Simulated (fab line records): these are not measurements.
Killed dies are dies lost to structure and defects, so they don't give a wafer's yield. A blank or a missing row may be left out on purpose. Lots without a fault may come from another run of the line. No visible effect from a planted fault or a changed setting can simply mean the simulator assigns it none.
fab line records	flow n5_finfet
record: lots: 7	wafers: 21
route steps=1938 shown BEOL_M1@758 BEOL_M2@890 BEOL_M5@1116
start_h: hours from the record's first day to the start of the lot's first wafer shown	wait_h: hours elapsed since this lot's preceding step	" repeats the value in the row above	L1.1+2: a row that stands for several wafers	- no value present, or no start provided	* or withheld: withheld	< > ~ a bound
route shown NAME@n: a module of which the file shows steps, and the number in the route of the first	usual: mean and standard deviation over wafers with no fault	same: alike in all rows	chamber/n: place in a boat	sites: per-site readings	_std_site: standard deviation across them	_edge_site: the outer-site mean with the inner-site mean subtracted	radius_mm: for every site, how far away it sits from the centre of the wafer	mask NAME#n: copy n	behind: the most recent tool/chamber to have shaped the wafer	hold: reason for holding the lot/hours on hold/outcome of the hold	device: the n, p or np transistor that did not switch	end of line: the same wafers' tests at the end of the route	a step given without rows: its recipe and nothing more	killed: at the first sort, the dies lost to defects and structure; wafer yield is something else	map: the dies of a wafer, with x for killed, . for not killed, _ for no die there
set.NAME: the setting as run; set.NAME@STEP: as run at that earlier step	model.NAME: the simulator's own value behind a step, which no gauge read
lots with deliberately changed settings; one table per step, one row per wafer
== steps ==
step: N5_BEOL_M1_COAT_05
recipe: resist: CAR-EUV	spin_rpm: 1500	resist_thk_nm: 30
lot.wafer	tool	chamber	start_h	wait_h	set.spin_rpm	model.CAR-EUV_of_BEOL_M1_COAT_05.thk_nm
L078.1+3	litho_track-05	0	-	-	1500	30
L078.4	"	0	"	"	1577	29.4
L081.1	litho_track-05	0	-	-	1500	30
L081.2	"	0	"	"	1646	28.6
L081.6	"	0	"	"	1500	29.8
L083.1	litho_track-02	0	-	-	1500	30.2
L083.2	"	0	"	"	1622	29
L083.6	"	0	"	"	1500	30
L084.1+6	litho_track-05	0	-	-	1500	29.8
L084.5	"	0	"	"	1500	30
L086.2+4	litho_track-05	0	-	-	1500	29.8
L086.6	"	0	"	"	1500	30
L087.1+5	litho_track-01	0	-	-	1654	28.6
L087.3	"	0	"	"	1500	30
L091.1+2	litho_track-02	0	-	-	1443	30.6
L091.5	"	0	"	"	1500	30
step: N5_BEOL_M1_ETCH_64
recipe: chemistry: N2/H2	target: SOC	target_depth_a: 750	overetch_a: 150	mask_material: SiARC	temp_c: 40	time_s: 112.5	ion_energy_ev: 200	pressure_mtorr: 30	source_w: 840	bias_w: 150	n2_flow_sccm: 200	h2_flow_sccm: 200
usual: rf_vpp_V: 524.5/3
lot.wafer	tool	chamber	start_h	wait_h	set.source_w	rf_vpp_V
L078.1	rie_diel-06	2	147.93	0.0	956.5	506.9
L078.3	"	1	"	"	840	519.3
L078.4	"	3	"	"	956.5	501.4
L081.1	rie_diel-04	1	166.17	0.0	840	524.2
L081.2	"	3	"	"	840	526.4
L081.6	"	0	"	"	840	526.7
L083.1	rie_diel-01	1	178.39	0.0	935.1	504.3
L083.2	"	2	"	"	840	526.0
L083.6	"	3	"	"	840	522.3
L084.1	rie_diel-01	3	187.46	0.0	840	522.1
L084.5	"	1	"	"	840	524.0
L084.6	"	2	"	"	840	525.6
L086.2	rie_diel-06	3	202.38	0.0	990.3	494.4
L086.4	"	2	"	"	840	529.0
L086.6	"	2	"	"	840	526.9
L087.1	rie_diel-04	1	208.61	0.0	840	525.7
L087.3	"	3	"	"	840	525.1
L087.5	"	1	"	"	840	525.2
L091.1	rie_diel-06	3	226.39	0.0	840	523.7
L091.2	"	1	"	"	896.1	505.1
L091.5	"	3	"	"	840	521.5
step: N5_BEOL_M1_COAT_68
recipe: resist: SiARC	temp_c: 220	time_s: 60	spin_rpm: 1500	resist_thk_nm: 12
lot.wafer	tool	chamber	start_h	wait_h	set.spin_rpm	model.SiARC_of_BEOL_M1_COAT_68.thk_nm
L078.1+4	litho_track-01	0	-	-	1500	12
L078.3	"	0	"	"	1593	11.6
L081.1	litho_track-01	0	-	-	1500	12
L081.2+6	"	0	"	"	1547	11.8
L083.1+2+6	litho_track-05	0	-	-	1500	12
L084.1+5+6	litho_track-01	0	-	-	1500	12
L086.2+6	litho_track-05	0	-	-	1348	12.6
L086.4	"	0	"	"	1500	12
L087.1	litho_track-05	0	-	-	1500	12
L087.3+5	"	0	"	"	1343	12.6
L091.1	litho_track-05	0	-	-	1500	12
L091.2	"	0	"	"	1350	12.8
L091.5	"	0	"	"	1350	12.6
step: N5_BEOL_M1_ETCH_77
recipe: chemistry: N2/H2	target: underlayer	target_depth_a: 65	mask_material: CAR-EUV	time_s: 5.2	ion_energy_ev: 200	pressure_mtorr: 30	source_w: 840	bias_w: 150	n2_flow_sccm: 200	h2_flow_sccm: 200	ends: cleared
usual: etch_rf_on_time_s: 5.20/0.12	rf_vpp_V: 524.4/2.9
lot.wafer	tool	chamber	start_h	wait_h	set.source_w	etch_rf_on_time_s	rf_vpp_V
L078.1	rie_diel-06	2	150.83	0.0	840	5.05	528.3
L078.3	"	3	"	"	772	5.39	536.0
L078.4	"	1	"	"	772	5.39	534.2
L081.1	rie_diel-04	1	167.88	0.0	840	5.12	527.5
L081.2	"	0	"	"	840	5.25	528.4
L081.6	"	3	"	"	840	5.20	527.5
L083.1	rie_diel-04	1	179.34	0.0	840	5.16	523.6
L083.2	"	0	"	"	933	4.77	506.5
L083.6	"	2	"	"	840	5.34	525.5
L084.1	rie_diel-01	0	188.30	0.0	840	5.25	521.2
L084.5	"	3	"	"	840	5.26	522.2
L084.6	"	0	"	"	840	5.26	520.5
L086.2	rie_diel-06	3	203.22	0.0	840	4.99	521.9
L086.4	"	2	"	"	840	5.11	527.9
L086.6	"	2	"	"	721.9	5.83	555.5
L087.1	rie_diel-06	2	209.48	0.0	840	5.04	528.0
L087.3	"	3	"	"	840	4.99	524.1
L087.5	"	3	"	"	840	4.95	524.6
L091.1	rie_diel-01	3	227.40	0.0	840	5.27	522.7
L091.2	"	2	"	"	840	5.38	527.2
L091.5	"	2	"	"	840	5.36	526.9
step: N5_BEOL_M1_ETCH_69
recipe: chemistry: CF4	target: SiARC	target_depth_a: 156	mask_material: CAR-EUV	time_s: 26	ion_energy_ev: 80	pressure_mtorr: 40	source_w: 545	bias_w: 36	Ar_flow_sccm: 100	cf4_flow_sccm: 100	ends: cleared
usual: etch_rf_on_time_s: 26.1/0.59
lot.wafer	tool	chamber	start_h	wait_h	set.spin_rpm@BEOL_M1_COAT_68	etch_rf_on_time_s	model.etch.depth_nm	model.CAR-EUV_of_BEOL_M1_COAT_22.thk_nm
L078.1	rie_diel-06	2	150.84	0.0	1500	25.2	12.04	11.2
L078.3	"	3	"	"	1593	24.7	11.67	11.4
L078.4	"	1	"	"	1500	25.9	12.03	11.2
L081.1	rie_diel-04	1	167.90	0.0	1500	25.7	12.05	11.2
L081.2	"	0	"	"	1547	26.0	11.82	11.4
L081.6	"	3	"	"	1547	25.7	11.81	11.6
L083.1	rie_diel-04	1	179.36	0.0	1500	25.2	11.92	11.2
L083.2	"	0	"	"	1500	26.0	11.95	11.2
L083.6	"	2	"	"	1500	26.4	11.94	11
L084.1	rie_diel-01	0	188.31	0.0	1500	26.5	12	11.2
L084.5	"	3	"	"	1500	26.6	11.99	11
L084.6	"	0	"	"	1500	26.4	11.96	11.2
L086.2	rie_diel-06	3	203.23	0.0	1348	26.8	12.61	10.6
L086.4	"	2	"	"	1500	25.2	11.91	11.2
L086.6	"	2	"	"	1348	26.8	12.59	10.8
L087.1	rie_diel-06	2	209.50	0.0	1500	25.2	11.96	11.2
L087.3	"	3	"	"	1343	26.4	12.65	10.6
L087.5	"	3	"	"	1343	26.5	12.68	10.6
L091.1	rie_diel-01	3	227.41	0.0	1500	26.9	12.06	11.2
L091.2	"	2	"	"	1350	28.3	12.71	10.6
L091.5	"	2	"	"	1350	28.4	12.67	10.6
step: N5_BEOL_M1_ALD_98
recipe: material: SiO2	target_thk_a: 25	temp_c: 100	ald_precursor_family: BDEAS	ald_co_reactant: O2-plasma	pulse_time_s: 1	co_reactant_pulse_time_s: 1	purge_time_s: 2	co_reactant_purge_time_s: 2	ald_cycles: 17	pressure_torr: 2
step: N5_BEOL_M1_ETCHBACK_99
recipe: chemistry: CHF3	target: SiO2	target_depth_a: 50	time_s: 10.4	source_w: 215	bias_w: 47	Ar_flow_sccm: 200	CHF3_flow_sccm: 12	ion_energy_ev: 100	pressure_mtorr: 30
lot.wafer	tool	chamber	start_h	wait_h	set.spin_rpm@BEOL_M1_COAT_68	model.CAR-EUV_of_BEOL_M1_COAT_22.thk_nm
L078.1	rie_diel-06	3	156.64	5.7	1500	10.4
L078.3	"	0	"	"	1593	10.8
L078.4	"	1	"	"	1500	10.6
L081.1	rie_diel-04	2	168.54	0.4	1500	10.6
L081.2+6	"	0,2	"	"	1547	10.8
L083.1+2+6	rie_diel-04	2,1,0	182.97	0.8	1500	10.4
L084.1+5	rie_diel-01	3	190.35	1.3	1500	10.4
L084.6	"	0	"	"	1500	10.6
L086.2+6	rie_diel-04	1,0	203.86	0.5	1348	10
L086.4	"	3	"	"	1500	10.4
L087.1	rie_diel-04	3	211.73	2.1	1500	10.4
L087.3+5	"	2,1	"	"	1343	9.8
L091.1	rie_diel-06	0	227.87	0.3	1500	10.6
L091.2+5	"	2,1	"	"	1350	10
step: N5_BEOL_M2_TRENCH_ETCH_37
recipe: chemistry: C4F6/O2	target_depth_a: 555.55	target: SiOC	time_s: 29.2	ion_energy_ev: 250	pressure_mtorr: 30	source_w: 355	bias_w: 185	Ar_flow_sccm: 300	C4F6_flow_sccm: 10	O2_flow_sccm: 10
lot.wafer	tool	chamber	start_h	wait_h	set.time_s	model.BEOL_M2.feature_depth_nm	model.etch.depth_nm
L078.1	rie_diel-05	3	-	-	35.57	69	69.09
L078.3	"	1	"	"	35.57	67.8	67.88
L078.4	"	2	"	"	29.2	56.4	56.33
L081.1	rie_diel-03	1	-	-	23.16	43	42.92
L081.2	"	3	"	"	29.2	56	55.94
L081.6	"	1	"	"	29.2	54.4	54.48
L083.1	rie_diel-03	1	-	-	26.56	49.4	49.34
L083.2	"	2	"	"	26.56	50.6	50.65
L083.6	"	3	"	"	29.2	56.8	56.8
L084.1	rie_diel-02	3	-	-	29.2	56.6	56.61
L084.5+6	"	0,3	"	"	29.2	55.8	55.84
L086.2	rie_diel-05	2	-	-	27.22	52.4	52.4
L086.4	"	0	"	"	27.22	51.4	51.4
L086.6	"	3	"	"	29.2	56.4	56.48
L087.1	rie_diel-03	2	-	-	29.2	56.4	56.47
L087.3	"	1	"	"	29.2	55.4	55.36
L087.5	"	3	"	"	29.2	56.6	56.62
L091.1	rie_diel-05	0	-	-	29.2	55.2	55.14
L091.2	"	1	"	"	29.2	55	55
L091.5	"	2	"	"	29.2	55.6	55.57
step: N5_BEOL_M2_ETCH_41
recipe: chemistry: CH3F/O2	target: SiCN	target_depth_a: 299	taper_deg: 2	time_s: 52.5	ion_energy_ev: 120	mask_material: TiN	pressure_mtorr: 30	source_w: 395	bias_w: 75	Ar_flow_sccm: 150	CH3F_flow_sccm: 30	O2_flow_sccm: 20
step: N5_BEOL_M2_STRIP_97
recipe: chemistry: N2/H2	time_s: 10	power_w: 450	temp_c: 40	pressure_mtorr: 20	rf_frequency_hz: 6e+07	bias_power_w: 7	n2_flow_sccm: 200	h2_flow_sccm: 200
step: N5_BEOL_M2_OCD_MEAS_38
usual: trench_depth_nm: 55.6/1
lot.wafer	tool	chamber	start_h	wait_h	set.time_s@BEOL_M2_TRENCH_ETCH_37	trench_depth_nm
L078.1	ocd-02	-	165.19	-	35.57	68.8
L078.3	"	-	"	"	35.57	67.8
L078.4	"	-	"	"	29.2	56.2
L081.1	ocd-02	-	182.41	-	23.16	43.2
L081.2	"	-	"	"	29.2	56.1
L081.6	"	-	"	"	29.2	54.7
L083.1	ocd-02	-	196.02	-	26.56	49.6
L083.2	"	-	"	"	26.56	50.6
L083.6	"	-	"	"	29.2	56.7
L084.1	ocd-02	-	204.77	-	29.2	56.6
L084.5	"	-	"	"	29.2	55.4
L084.6	"	-	"	"	29.2	55.3
L086.2	ocd-02	-	215.58	-	27.22	53.6
L086.4	"	-	"	"	27.22	51.9
L086.6	"	-	"	"	29.2	57.1
L087.1	ocd-02	-	224.95	-	29.2	56.8
L087.3	"	-	"	"	29.2	55.2
L087.5	"	-	"	"	29.2	57.1
L091.1	ocd-01	-	239.84	-	29.2	54.8
L091.2	"	-	"	"	29.2	54.9
L091.5	"	-	"	"	29.2	55.3
step: N5_BEOL_M2_SPUTTER_86
recipe: material: Cu	target_thk_a: 45	temp_c: -20	chamber_pressure_pa: 0.07	power_w: withheld	time_s: 8.29
lot.wafer	tool	chamber	start_h	wait_h	set.time_s
L078.1	pvd_sputter-03	-	166.76	0.1	7.513
L078.3+4	"	-	"	"	8.29
L081.1	pvd_sputter-03	-	184.56	0.1	8.29
L081.2+6	"	-	"	"	7.328
L083.1	pvd_sputter-02	-	197.82	0.1	8.723
L083.2+6	"	-	"	"	8.29
L084.1+5+6	pvd_sputter-02	-	207.96	0.1	8.29
L086.2+4+6	pvd_sputter-01	-	217.13	0.1	8.29
L087.1+3	pvd_sputter-02	-	226.97	0.1	8.29
L087.5	"	-	"	"	7.334
L091.1+2	pvd_sputter-01	-	241.99	0.1	8.29
L091.5	"	-	"	"	7.686
step: N5_BEOL_M2_ANNEAL_87
recipe: temp_c: 400	time_s: 240	ambient: vacuum
step: N5_BEOL_M2_SPUTTER_88
recipe: material: Cu	target_thk_a: 45	temp_c: -20	chamber_pressure_pa: 0.07	power_w: withheld	time_s: 8.29
step: N5_BEOL_M2_PRE_CLEAN_56
recipe: gas: NH3	time_s: 15	temp_c: withheld	rf_power_w: 300
step: N5_BEOL_M2_DEP_57
recipe: material: SiCN	target_thk_a: 80	temp_c: withheld	precursor: 3MS/NH3	pressure_torr: 3	rf_w: 202	time_s: 14
step: N5_BEOL_M2_RS_MEAS_58
recipe: thk_meas_gauge: four-point-probe	reads: Co_of_BEOL_M2_CO_CAP_55+Cu_of_BEOL_M2_ECD_50+Co_of_BEOL_M2_CVD_47+TaN_of_BEOL_M2_ALD_84
usual: M2_RS: 0.68/0.031
lot.wafer	tool	chamber	start_h	wait_h	set.time_s@BEOL_M2_TRENCH_ETCH_37	M2_RS[ohm/sq]
L078.1	film_metro-02	-	169.27	0.0	35.57	0.47
L078.3	"	-	"	"	35.57	0.46
L078.4	"	-	"	"	29.2	0.66
L081.1	film_metro-02	-	187.34	0.0	23.16	1.16
L081.2	"	-	"	"	29.2	0.64
L081.6	"	-	"	"	29.2	0.65
L083.1	film_metro-01	-	200.38	0.0	26.56	0.91
L083.2	"	-	"	"	26.56	0.82
L083.6	"	-	"	"	29.2	0.67
L084.1	film_metro-02	-	213.20	0.0	29.2	0.63
L084.5	"	-	"	"	29.2	0.70
L084.6	"	-	"	"	29.2	0.64
L086.2	film_metro-01	-	222.59	0.1	27.22	0.80
L086.4	"	-	"	"	27.22	0.82
L086.6	"	-	"	"	29.2	0.64
L087.1	film_metro-01	-	232.25	0.0	29.2	0.67
L087.3	"	-	"	"	29.2	0.67
L087.5	"	-	"	"	29.2	0.66
L091.1	film_metro-02	-	244.69	0.0	29.2	0.74
L091.2	"	-	"	"	29.2	0.73
L091.5	"	-	"	"	29.2	0.72
step: N5_BEOL_M5_HM_DEP_02
recipe: material: TiN	target_thk_a: 200	temp_c: 25	chamber_pressure_pa: 0.49996
lot.wafer	tool	chamber	start_h	wait_h	set.target_thk_a	model.TiN_of_BEOL_M5_HM_DEP_02.thk_nm
L078.1	pvd_sputter-02	-	199.08	2.5	200	20.2
L078.3	"	-	"	"	200	20
L078.4	"	-	"	"	178.9	17.8
L081.1+2	pvd_sputter-02	-	216.00	0.2	220.1	22
L081.6	"	-	"	"	220.1	22.2
L083.1+6	pvd_sputter-03	-	221.05	0.8	200	20.4
L083.2	"	-	"	"	212.8	21.4
L084.1+6	pvd_sputter-01	-	240.46	0.6	200	19.8
L084.5	"	-	"	"	200	20.2
L086.2	pvd_sputter-03	-	247.12	1.7	200	20
L086.4	"	-	"	"	177.9	17.8
L086.6	"	-	"	"	200	20.2
L087.1	pvd_sputter-02	-	254.02	0.4	222.8	22.2
L087.3	"	-	"	"	222.8	22
L087.5	"	-	"	"	200	19.8
L091.1	pvd_sputter-01	-	273.70	2.2	200	20.6
L091.2	"	-	"	"	186.5	19
L091.5	"	-	"	"	200	19.8
step: N5_BEOL_M5_COAT_05
recipe: resist: CAR-EUV	spin_rpm: 1500	resist_thk_nm: 30
lot.wafer	tool	chamber	start_h	wait_h	set.spin_rpm	model.CAR-EUV_of_BEOL_M5_COAT_05.thk_nm
L078.1	litho_track-03	0	-	-	1355	31.6
L078.3	"	0	"	"	1500	30
L078.4	"	0	"	"	1500	30.2
L081.1+6	litho_track-04	0	-	-	1500	30.2
L081.2	"	0	"	"	1500	30
L083.1+6	litho_track-04	0	-	-	1500	30
L083.2	"	0	"	"	1500	30.2
L084.1+5+6	litho_track-04	0	-	-	1500	30
L086.2+4	litho_track-03	0	-	-	1450	30.6
L086.6	"	0	"	"	1500	30
L087.1+5	litho_track-04	0	-	-	1500	30.2
L087.3	"	0	"	"	1500	30
L091.1+2	litho_track-03	0	-	-	1500	30
L091.5	"	0	"	"	1612	29
step: N5_BEOL_M5_EBR_07
recipe: solvent: PGMEA	ebr_width_mm: 1.5
step: N5_BEOL_M5_SOFTBAKE_06
recipe: temp_c: 110	time_s: 60	resist: CAR-EUV
step: N5_BEOL_M5_STRIP_73
recipe: chemistry: N2/H2	temp_c: 40	n2_flow_sccm: 200	h2_flow_sccm: 200	rf_frequency_hz: 6e+07
step: N5_BEOL_M5_STRIP_64
recipe: chemistry: CF4	resist: SiARC	power_w: 300	bias_power_w: 75	pressure_mtorr: 50	cf4_flow_sccm: 150	rf_frequency_hz: 6e+07
step: N5_BEOL_M5_HM_OPEN_17
recipe: chemistry: Cl2/BCl3	target_depth_a: 200	overetch_a: 60	target: TiN	mask_material: SOC	ion_energy_ev: 150	pressure_mtorr: 10	icp_w: 1000	bias_w: 126	Cl2_flow_sccm: 53.25	bcl3_flow_sccm: 21.75	Ar_flow_sccm: 25
lot.wafer	tool	chamber	start_h	wait_h	set.target_thk_a@BEOL_M5_HM_DEP_02	model.etch.depth_nm
L078.1	rie_metal-02	1	199.96	0.0	200	20.13
L078.3	"	0	"	"	200	20.02
L078.4	"	1	"	"	178.9	17.76
L081.1+2	rie_metal-01	0,1	216.89	0.0	220.1	22
L081.6	"	0	"	"	220.1	22.11
L083.1	rie_metal-01	0	221.93	0.0	200	20.45
L083.2	"	1	"	"	212.8	21.3
L083.6	"	1	"	"	200	20.33
L084.1	rie_metal-01	1	241.22	0.0	200	19.74
L084.5	"	0	"	"	200	20.13
L084.6	"	1	"	"	200	19.77
L086.2	rie_metal-02	1	248.09	0.0	200	19.99
L086.4	"	0	"	"	177.9	17.8
L086.6	"	0	"	"	200	20.12
L087.1	rie_metal-01	0	255.10	0.2	222.8	22.21
L087.3	"	1	"	"	222.8	22.04
L087.5	"	0	"	"	200	19.89
L091.1	rie_metal-03	0	275.43	0.0	200	20.53
L091.2	"	1	"	"	186.5	19.08
L091.5	"	1	"	"	200	19.86
step: N5_BEOL_M5_COAT_65
recipe: resist: SOC	temp_c: 250	time_s: 60	spin_rpm: 1500	resist_thk_nm: 60
lot.wafer	tool	chamber	start_h	wait_h	set.spin_rpm	model.SOC_of_BEOL_M5_COAT_65.thk_nm
L078.1+3	litho_track-02	0	200.37	0.2	1500	60
L078.4	"	0	"	"	1418	61.6
L081.1	litho_track-04	0	217.34	0.3	1500	60.4
L081.2+6	"	0	"	"	1500	60
L083.1	litho_track-03	0	223.24	1.1	1597	58.2
L083.2+6	"	0	"	"	1597	58
L084.1	litho_track-03	0	241.62	0.0	1500	59.8
L084.5+6	"	0	"	"	1500	60
L086.2	litho_track-03	0	252.11	3.8	1600	58.4
L086.4	"	0	"	"	1600	58.2
L086.6	"	0	"	"	1500	60
L087.1	litho_track-03	0	258.16	2.9	1408	61.8
L087.3+5	"	0	"	"	1500	60
L091.1	litho_track-03	0	276.89	1.3	1500	59.8
L091.2	"	0	"	"	1500	60
L091.5	"	0	"	"	1418	61.4
== key ==
split: step: N5_BEOL_M1_COAT_05	setting: spin_rpm	stated: 1500	by: wafer
response: step: N5_BEOL_M1_COAT_05	reading: model.CAR-EUV_of_BEOL_M1_COAT_05.thk_nm	change: -0.135	per: 1%	r: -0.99
split: step: N5_BEOL_M1_ETCH_64	setting: source_w	stated: 840	by: wafer
response: step: N5_BEOL_M1_ETCH_64	reading: rf_vpp_V	change: -1.68	per: 1%	r: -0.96
split: step: N5_BEOL_M1_COAT_68	setting: spin_rpm	stated: 1500	by: wafer
response: step: N5_BEOL_M1_COAT_68	reading: model.SiARC_of_BEOL_M1_COAT_68.thk_nm	change: -0.0623	per: 1%	r: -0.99
response: step: N5_BEOL_M1_ETCH_69	reading: etch_rf_on_time_s	change: *	per: 1%	r: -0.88
response: step: N5_BEOL_M1_ETCH_69	reading: model.etch.depth_nm	change: -0.0655	per: 1%	r: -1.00
response: step: N5_BEOL_M1_ETCH_69	reading: model.CAR-EUV_of_BEOL_M1_COAT_22.thk_nm	change: +0.0542	per: 1%	r: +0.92
response: step: N5_BEOL_M1_ETCHBACK_99	reading: model.CAR-EUV_of_BEOL_M1_COAT_22.thk_nm	change: +0.0522	per: 1%	r: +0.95
split: step: N5_BEOL_M1_ETCH_77	setting: source_w	stated: 840	by: wafer
response: step: N5_BEOL_M1_ETCH_77	reading: etch_rf_on_time_s	change: *	per: 1%	r: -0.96
response: step: N5_BEOL_M1_ETCH_77	reading: rf_vpp_V	change: -1.77	per: 1%	r: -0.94
split: step: N5_BEOL_M2_TRENCH_ETCH_37	setting: time_s	stated: 29.2	by: wafer
response: step: N5_BEOL_M2_TRENCH_ETCH_37	reading: model.BEOL_M2.feature_depth_nm	change: +0.588	per: 1%	r: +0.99
response: step: N5_BEOL_M2_TRENCH_ETCH_37	reading: model.etch.depth_nm	change: +0.593	per: 1%	r: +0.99
response: step: N5_BEOL_M2_OCD_MEAS_38	reading: trench_depth_nm	change: +0.587	per: 1%	r: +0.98
response: step: N5_BEOL_M2_RS_MEAS_58	reading: M2_RS	shape: bent	at_lowest: 1.16	at_stated: 0.67	at_highest: 0.46
split: step: N5_BEOL_M2_SPUTTER_86	setting: time_s	stated: 8.29	by: wafer
response none clear
split: step: N5_BEOL_M5_HM_DEP_02	setting: target_thk_a	stated: 200	by: wafer
response: step: N5_BEOL_M5_HM_DEP_02	reading: model.TiN_of_BEOL_M5_HM_DEP_02.thk_nm	change: +0.201	per: 1%	r: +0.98
response: step: N5_BEOL_M5_HM_OPEN_17	reading: model.etch.depth_nm	change: +0.196	per: 1%	r: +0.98
split: step: N5_BEOL_M5_COAT_05	setting: spin_rpm	stated: 1500	by: wafer
response: step: N5_BEOL_M5_COAT_05	reading: model.CAR-EUV_of_BEOL_M5_COAT_05.thk_nm	change: -0.15	per: 1%	r: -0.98
split: step: N5_BEOL_M5_COAT_65	setting: spin_rpm	stated: 1500	by: wafer
response: step: N5_BEOL_M5_COAT_65	reading: model.SOC_of_BEOL_M5_COAT_65.thk_nm	change: -0.277	per: 1%	r: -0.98
